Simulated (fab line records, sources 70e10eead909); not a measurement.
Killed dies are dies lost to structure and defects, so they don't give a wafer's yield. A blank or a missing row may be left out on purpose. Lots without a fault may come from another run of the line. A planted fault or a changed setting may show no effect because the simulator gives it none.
Which tool did it? | flow nand_harc | 21 lots, 63 wafers sampled, at 4 steps of a route of 1302

WHAT THE GAUGES READ, wafer by wafer
NHARC_A_CHANNEL_HOLE_D2_CD_MEAS_31. Usual: cd_nm 89.9 nm, standard deviation 1.2.
lot  | measured     | on        | cd_nm (nm)     | flag
L074 | day 13 07:37 | cd_sem-02 | 88.1 90.8 89.1 |
L076 | day 14 07:13 | cd_sem-03 | 90.1 90.3 90.2 |
L075 | day 14 11:20 | cd_sem-02 | 89.2 88.1 91.0 |
L078 | day 15 00:58 | cd_sem-03 | 91.6 89.7 89.4 |
L079 | day 15 12:04 | cd_sem-01 | 89.3 89.1 88.0 |
L081 | day 16 16:29 | cd_sem-01 | 90.6 89.9 91.0 |
L082 | day 16 23:33 | cd_sem-01 | 88.8 89.6 87.9 |
L083 | day 18 02:14 | cd_sem-02 | 89.2 90.2 90.6 |
L086 | day 18 06:22 | cd_sem-01 | 89.8 88.8 89.9 |
L084 | day 18 08:53 | cd_sem-03 | 88.5 89.9 88.6 |
L085 | day 18 10:32 | cd_sem-03 | 91.6 90.1 90.4 |
L087 | day 19 03:47 | cd_sem-01 | 89.3 89.8 89.5 |
L089 | day 19 18:45 | cd_sem-03 | 92.1 90.3 89.8 |
L088 | day 19 13:38 | cd_sem-01 | 90.4 89.1 87.7 |
L091 | day 20 09:54 | cd_sem-03 | 89.5 89.8 89.1 |
L092 | day 21 05:07 | cd_sem-03 | 90.4 89.5 90.3 |
L093 | day 21 15:16 | cd_sem-03 | 89.4 87.9 88.5 |
L094 | day 22 00:23 | cd_sem-03 | 89.8 89.2 89.5 |
L095 | day 22 09:44 | cd_sem-02 | 89.2 90.2 90.6 |
L096 | day 22 18:02 | cd_sem-01 | 91.7 89.5 89.0 |
L097 | day 23 05:24 | cd_sem-03 | 87.8 88.3 89.5 |

WHICH TOOL RAN EACH LOT (tool, then ch and the chambers of the sampled wafers, then the start)
lot  | NHARC_A_CHANNEL_HOLE_D2_ETCH_22  | NHARC_A_CHANNEL_HOLE_D2_ETCH_44    | NHARC_A_CHANNEL_HOLE_D2_STRIP_28
L074 | har_etch-02 ch 0,1, day 13 03:05 | rie_diel-01 ch 1,2,3, day 13 06:43 | rie_diel-01 ch 1,2,3, day 13 07:37 or earlier
L076 | har_etch-01 ch 0,1, day 14 02:32 | rie_diel-01 ch 2,3, day 14 06:24   | rie_diel-01 ch 0,2, day 14 07:13 or earlier
L075 | har_etch-02 ch 0,1, day 14 06:39 | rie_diel-10 ch 0,2,3, day 14 10:33 | rie_diel-10 ch 1,2, day 14 11:20 or earlier
L078 | har_etch-02 ch 0,1, day 14 20:25 | rie_diel-01 ch 0,1,3, day 15 00:11 | rie_diel-01 ch 1,2,3, day 15 00:58 or earlier
L079 | har_etch-01 ch 0,1, day 15 07:29 | rie_diel-01 ch 1,3, day 15 11:16   | rie_diel-01 ch 0,3, day 15 12:04 or earlier
L081 | har_etch-02 ch 0,1, day 16 11:46 | rie_diel-01 ch 1,3, day 16 15:35   | rie_diel-01 ch 1,2, day 16 16:29 or earlier
L082 | har_etch-01 ch 0, day 16 18:52   | rie_diel-02 ch 0,3, day 16 22:44   | rie_diel-02 ch 0,1,3, day 16 23:33 or earlier
L083 | har_etch-01 ch 0,1, day 17 11:19 | rie_diel-01 ch 1,2,3, day 18 01:26 | rie_diel-01 ch 0,1,3, day 18 02:14 or earlier
L086 | har_etch-01 ch 0,1, day 18 01:44 | rie_diel-02 ch 0,1,3, day 18 05:35 | rie_diel-02 ch 0,1,3, day 18 06:22 or earlier
L084 | har_etch-02 ch 0,1, day 18 04:13 | rie_diel-10 ch 0,2,3, day 18 08:05 | rie_diel-10 ch 2,3, day 18 08:53 or earlier
L085 | har_etch-01 ch 0,1, day 18 05:52 | rie_diel-01 ch 0,1,2, day 18 09:46 | rie_diel-01 ch 0,2,3, day 18 10:32 or earlier
L087 | har_etch-02 ch 0,1, day 18 23:08 | rie_diel-02 ch 1,2, day 19 02:59   | rie_diel-02 ch 0,3, day 19 03:47 or earlier
L089 | har_etch-02 ch 0,1, day 19 06:01 | rie_diel-01 ch 0,1, day 19 17:57   | rie_diel-01 ch 1,2,3, day 19 18:45 or earlier
L088 | har_etch-01 ch 0,1, day 19 09:04 | rie_diel-01 ch 2,3, day 19 12:49   | rie_diel-01 ch 0,1,3, day 19 13:38 or earlier
L091 | har_etch-02 ch 0,1, day 20 05:13 | rie_diel-10 ch 1,2,3, day 20 09:05 | rie_diel-10 ch 0,2,3, day 20 09:54 or earlier
L092 | har_etch-02 ch 0,1, day 21 00:34 | rie_diel-01 ch 1,2,3, day 21 04:10 | rie_diel-01 ch 1,2,3, day 21 05:07 or earlier
L093 | har_etch-01 ch 0,1, day 21 10:37 | rie_diel-10 ch 0,2, day 21 14:28   | rie_diel-10 ch 0,1,2, day 21 15:16 or earlier
L094 | har_etch-01 ch 0,1, day 21 19:20 | rie_diel-01 ch 1,2, day 21 23:14   | rie_diel-01 ch 1,2, day 21 23:22
L095 | har_etch-01 ch 0,1, day 22 05:04 | rie_diel-01 ch 0,2,3, day 22 08:56 | rie_diel-01 ch 0,1,3, day 22 09:44 or earlier
L096 | har_etch-01 ch 0, day 22 13:29   | rie_diel-01 ch 0,3, day 22 17:14   | rie_diel-01 ch 2,3, day 22 18:02 or earlier
L097 | har_etch-02 ch 0,1, day 23 00:50 | rie_diel-10 ch 1,2,3, day 23 04:37 | rie_diel-10 ch 1,2, day 23 05:24 or earlier
- NHARC_A_CHANNEL_HOLE_D2_ETCH_22: etches the open film in C4F8/O2/Ar, time 666.7 s, target depth 1600 nm.
- NHARC_A_CHANNEL_HOLE_D2_ETCH_44: etches the open film in CF4/O2, target depth 140 nm, overetch 14 nm, time 77 s.
- NHARC_A_CHANNEL_HOLE_D2_STRIP_28: strips in O2.

WHAT THE TOOLS THEMSELVES READ (means of the sampled wafers that have a number; where no wafer has one, the mark that the record gives instead)
NHARC_A_CHANNEL_HOLE_D2_ETCH_22. Usual: c4f8_flow_sccm 89.30 sccm, standard deviation 0.29; drypump_motor_current_A 6.1 A, standard deviation 0.44; showerhead_plenum_p_Torr 3.62 Torr, standard deviation 0.12; temp_c -19.99 C, standard deviation 0.099; throttle_valve_pct 32.156 %, standard deviation 0.0093.
lot  | tool        | c4f8_flow_sccm (sccm) | drypump_motor_current_A (A) | showerhead_plenum_p_Torr (Torr) | temp_c (C) | throttle_valve_pct (%) | flag
L074 | har_etch-02 | 89.01                 | 5.7                         | 3.74                            | -20.05     | 32.148                 |
L076 | har_etch-01 | 89.02                 | 6.5                         | 3.61                            | -20.00     | 32.162                 |
L075 | har_etch-02 | 89.11                 | 5.6                         | 3.72                            | -19.98     | 32.154                 |
L078 | har_etch-02 | 89.18                 | 5.6                         | 3.72                            | -20.12     | 32.156                 |
L079 | har_etch-01 | 89.60                 | 6.5                         | 3.53                            | -20.02     | 32.167                 |
L081 | har_etch-02 | 89.19                 | 5.6                         | 3.71                            | -19.94     | 32.156                 |
L082 | har_etch-01 | 89.15                 | 6.5                         | 3.44                            | -20.01     | 32.155                 |
L083 | har_etch-01 | 89.42                 | 6.5                         | 3.59                            | -20.04     | 32.153                 |
L086 | har_etch-01 | 89.34                 | 6.5                         | 3.58                            | -19.96     | 32.157                 |
L084 | har_etch-02 | 89.26                 | 5.6                         | 3.70                            | -20.01     | 32.150                 |
L085 | har_etch-01 | 89.78                 | 6.5                         | 3.58                            | -19.90     | 32.149                 |
L087 | har_etch-02 | 89.37                 | 5.7                         | 3.70                            | -19.99     | 32.155                 |
L089 | har_etch-02 | 89.41                 | 5.6                         | 3.69                            | -19.93     | 32.158                 |
L088 | har_etch-01 | 89.34                 | 6.5                         | 3.58                            | -19.84     | 32.144                 |
L091 | har_etch-02 | 89.47                 | 5.6                         | 3.68                            | -20.07     | 32.144                 |
L092 | har_etch-02 | 89.06                 | 5.7                         | 3.68                            | -19.94     | 32.159                 |
L093 | har_etch-01 | 89.23                 | 6.5                         | 3.48                            | -19.94     | 32.165                 |
L094 | har_etch-01 | 89.14                 | 6.5                         | 3.56                            | -20.11     | 32.162                 |
L095 | har_etch-01 | 89.26                 | 6.5                         | 3.48                            | -20.03     | 32.158                 |
L096 | har_etch-01 | 89.65                 | 6.4                         | 3.40                            | -20.04     | 32.159                 |
L097 | har_etch-02 | 89.58                 | 5.7                         | 3.67                            | -20.01     | 32.155                 |

NHARC_A_CHANNEL_HOLE_D2_ETCH_44. Usual: cf4_flow_sccm 79.98 sccm, standard deviation 0.24; drypump_motor_current_A 5.6 A, standard deviation 0.32; oes_product_au 0.998 a.u., standard deviation 0.01; rf_vpp_V 198.1 V, standard deviation 1.5; showerhead_plenum_p_Torr 1.34 Torr, standard deviation 0.061; throttle_valve_pct 13.397 %, standard deviation 0.0088.
lot  | tool        | cf4_flow_sccm (sccm) | drypump_motor_current_A (A) | oes_product_au (a.u.) | rf_vpp_V (V) | showerhead_plenum_p_Torr (Torr) | throttle_valve_pct (%) | flag
L074 | rie_diel-01 | 79.99                | 5.5                         | 0.993                 | 197.2        | 1.33                            | 13.394                 |
L076 | rie_diel-01 | 80.01                | 5.4                         | 1.010                 | 197.1        | 1.31                            | 13.399                 |
L075 | rie_diel-10 | 79.81                | 5.6                         | 1.000                 | 198.4        | 1.38                            | 13.395                 |
L078 | rie_diel-01 | 79.85                | 5.5                         | 1.004                 | 197.4        | 1.30                            | 13.391                 |
L079 | rie_diel-01 | 80.00                | 5.4                         | 0.992                 | 197.2        | 1.29                            | 13.401                 |
L081 | rie_diel-01 | 79.94                | 5.2                         | 1.001                 | 196.4        | 1.27                            | 13.399                 |
L082 | rie_diel-02 | 79.95                | 5.4                         | 1.010                 | 196.8        | 1.29                            | 13.382                 |
L083 | rie_diel-01 | 79.98                | 5.5                         | 0.988                 | 197.3        | 1.33                            | 13.398                 |
L086 | rie_diel-02 | 79.86                | 5.4                         | 1.004                 | 198.2        | 1.33                            | 13.402                 |
L084 | rie_diel-10 | 79.86                | 5.6                         | 1.002                 | 199.5        | 1.37                            | 13.397                 |
L085 | rie_diel-01 | 80.02                | 5.8                         | 0.996                 | 198.9        | 1.36                            | 13.395                 |
L087 | rie_diel-02 | 79.91                | 5.9                         | 0.997                 | 199.0        | 1.37                            | 13.402                 |
L089 | rie_diel-01 | 79.79                | 5.6                         | 0.991                 | 197.8        | 1.32                            | 13.403                 |
L088 | rie_diel-01 | 80.04                | 5.6                         | 0.993                 | 198.2        | 1.37                            | 13.396                 |
L091 | rie_diel-10 | 79.93                | 5.7                         | 1.013                 | 198.9        | 1.37                            | 13.395                 |
L092 | rie_diel-01 | 79.93                | 5.5                         | 0.989                 | 198.3        | 1.33                            | 13.394                 |
L093 | rie_diel-10 | 79.79                | 5.4                         | 0.994                 | 199.3        | 1.39                            | 13.393                 |
L094 | rie_diel-01 | 80.18                | 5.6                         | 0.983                 | 197.7        | 1.35                            | 13.400                 |
L095 | rie_diel-01 | 79.98                | 5.6                         | 0.998                 | 197.4        | 1.34                            | 13.387                 |
L096 | rie_diel-01 | 80.01                | 5.4                         | 0.996                 | 196.4        | 1.28                            | 13.395                 |
L097 | rie_diel-10 | 80.00                | 5.8                         | 1.010                 | 198.8        | 1.37                            | 13.409                 |

NHARC_A_CHANNEL_HOLE_D2_STRIP_28. Usual: drypump_motor_current_A 5.6 A, standard deviation 0.31; oes_product_au 0.998 a.u., standard deviation 0.011; rf_vpp_V 57.9 V, standard deviation 0.81; showerhead_plenum_p_Torr 3.54 Torr, standard deviation 0.16; throttle_valve_pct 17.037 %, standard deviation 0.009.
lot  | tool        | drypump_motor_current_A (A) | oes_product_au (a.u.) | rf_vpp_V (V) | showerhead_plenum_p_Torr (Torr) | throttle_valve_pct (%) | flag
L074 | rie_diel-01 | 5.5                         | 0.996                 | 57.9         | 3.51                            | 17.036                 |
L076 | rie_diel-01 | 5.9                         | 0.996                 | 58.6         | 3.68                            | 17.029                 |
L075 | rie_diel-10 | 5.7                         | 0.998                 | 58.2         | 3.68                            | 17.037                 |
L078 | rie_diel-01 | 5.5                         | 0.997                 | 58.8         | 3.51                            | 17.029                 |
L079 | rie_diel-01 | 5.6                         | 1.003                 | 57.6         | 3.46                            | 17.041                 |
L081 | rie_diel-01 | 5.6                         | 0.991                 | 58.2         | 3.56                            | 17.039                 |
L082 | rie_diel-02 | 5.5                         | 1.005                 | 58.2         | 3.51                            | 17.035                 |
L083 | rie_diel-01 | 5.5                         | 1.001                 | 57.3         | 3.43                            | 17.039                 |
L086 | rie_diel-02 | 5.5                         | 0.996                 | 57.5         | 3.51                            | 17.031                 |
L084 | rie_diel-10 | 5.6                         | 0.992                 | 58.4         | 3.71                            | 17.042                 |
L085 | rie_diel-01 | 5.6                         | 0.998                 | 57.9         | 3.53                            | 17.035                 |
L087 | rie_diel-02 | 5.5                         | 1.012                 | 57.4         | 3.40                            | 17.027                 |
L089 | rie_diel-01 | 5.5                         | 0.991                 | 57.6         | 3.51                            | 17.034                 |
L088 | rie_diel-01 | 5.5                         | 0.995                 | 57.7         | 3.43                            | 17.039                 |
L091 | rie_diel-10 | 5.6                         | 1.013                 | 57.8         | 3.62                            | 17.045                 |
L092 | rie_diel-01 | 5.5                         | 0.982                 | 57.6         | 3.50                            | 17.040                 |
L093 | rie_diel-10 | 5.6                         | 1.002                 | 57.6         | 3.58                            | 17.034                 |
L094 | rie_diel-01 | 5.6                         | 0.982                 | 57.8         | 3.56                            | 17.035                 |
L095 | rie_diel-01 | 5.5                         | 1.002                 | 57.9         | 3.43                            | 17.044                 |
L096 | rie_diel-01 | 5.4                         | 1.003                 | 59.2         | 3.45                            | 17.030                 |
L097 | rie_diel-10 | 5.7                         | 1.004                 | 58.1         | 3.67                            | 17.035                 |

THE ANSWER, worked out from the rows above alone
Rule: a lot is off if the mean of its wafers that have a number lies more than 3 standard deviations from the usual mean. A lot without any number at a reading at which 4 lots or more have one is off too. The other lots that the step has rows for count as sound. The gauges are gone through in route order, then the tools' own readings, and for those a lot's mean is taken as printed above. The first step at which some lot is off is used, and at that step the reading that is off furthest; a lot without a number counts as furthest.
No lot is off at any reading shown: from this, nothing can be told.

WHAT THE SIMULATOR HAD PUT IN
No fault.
